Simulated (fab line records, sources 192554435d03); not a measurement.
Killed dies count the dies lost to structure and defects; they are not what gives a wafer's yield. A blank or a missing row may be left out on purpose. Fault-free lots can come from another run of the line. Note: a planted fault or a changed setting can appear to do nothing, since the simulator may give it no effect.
2 desks looking at one fault ; flow n5 finfet ; every desk sees just its own numbers, and what lay behind them comes last

THE TOOL OWNER'S DESK: rie diel-02
The tool's own readings at N5_BEOL_M4_ETCH_63 (etches SiARC in CF4, target depth 15.6 nm, time 26 s): means of the sampled wafers that have a number, for each lot that ran on this tool. If a lot's mean is further than 4 standard deviations from the usual mean, the lot is out of limits and carries the mark OUT (the distance appears in the brackets).
Columns: A = cf4 flow sccm at N5_BEOL_M4_ETCH_63, usual 99.99 sccm; B = drypump motor current A at N5_BEOL_M4_ETCH_63, usual 5.49 A; C = etch rf on time s at N5_BEOL_M4_ETCH_63, usual 25.5 s; D = oes product au at N5_BEOL_M4_ETCH_63, usual 0.69 a.u.; E = rf vpp V at N5_BEOL_M4_ETCH_63, usual 183.6 V; F = showerhead plenum p Torr at N5_BEOL_M4_ETCH_63, usual 2.12 Torr; G = throttle valve pct at N5_BEOL_M4_ETCH_63, usual 15.63 %
lot;first seen here;A;B;C;D;E;F;G
L869;day 7 16:13;99.81;5.24;26.2;0.60;183.0;2.08;15.81
L880;day 10 11:16;100.26;5.40;25.4;0.73;183.7;2.12;15.48
L883;day 11 04:37;100.00;5.37;27.4;0.71;183.1;2.12;15.56
L885;day 11 10:29;100.26;5.37;27.4;0.76;184.6;2.16;15.36
L892;day 13 20:08;100.13;5.26;25.8;0.66;182.9;2.06;15.73
This desk's finding: nothing out of limits on any of the 5 lots.

FROM THE METROLOGY DESK
What the gauges read, lot by lot, whatever tool the lot ran on: means of the sampled wafers that have a number. If a lot's mean is further than 4 standard deviations from the usual mean, the lot is out of limits and carries the mark OUT (the distance appears in the brackets). Of its 11 readings 7 are shown: those that lie furthest out on some lot.
Columns: A = DIBL_P at N5_BEOL_M4_RC_MEAS_101, usual 36.4 mV/V; B = IOFF_P at N5_BEOL_M4_RC_MEAS_101, usual 0.21 nA/um; C = ION_P at N5_BEOL_M4_RC_MEAS_101, usual 465 uA/um; D = SS_N at N5_BEOL_M4_RC_MEAS_101, usual 71.4 mV/dec; E = SS_P at N5_BEOL_M4_RC_MEAS_101, usual 73.2 mV/dec; F = VT_N at N5_BEOL_M4_RC_MEAS_101, usual 249 mV; G = VT_P at N5_BEOL_M4_RC_MEAS_101, usual -250 mV
lot;first seen here;A;B;C;D;E;F;G
L869;day 7 14:06;39.2;0.22;463;72.0;74.0;247;-252
L873;day 8 18:42;35.4;0.24;465;71.5;73.7;249;-246
L877;day 10 00:34;34.7;0.19;463;71.6;72.9;253;-253
L880;day 10 10:28;36.5;0.19;466;70.6;72.9;253;-252
L881;day 10 13:32;37.4;0.26;476;71.6;73.5;247;-247
L883;day 11 03:47;35.7;0.21;465;72.0;73.6;253;-250
L885;day 11 09:50;35.4;0.23;468;71.0;73.0;248;-246
L890;day 13 08:19;34.8;0.20;468;71.1;72.8;248;-250
L892;day 13 19:19;36.2;0.21;465;71.5;74.0;249;-250
This desk's finding: nothing out of limits on any of the 9 lots.

ALL TOGETHER
Nothing out of limits was seen by the tool owner's desk.
Metrology desk: nothing out of limits seen.

WHAT WAS PUT IN BY THE SIMULATOR
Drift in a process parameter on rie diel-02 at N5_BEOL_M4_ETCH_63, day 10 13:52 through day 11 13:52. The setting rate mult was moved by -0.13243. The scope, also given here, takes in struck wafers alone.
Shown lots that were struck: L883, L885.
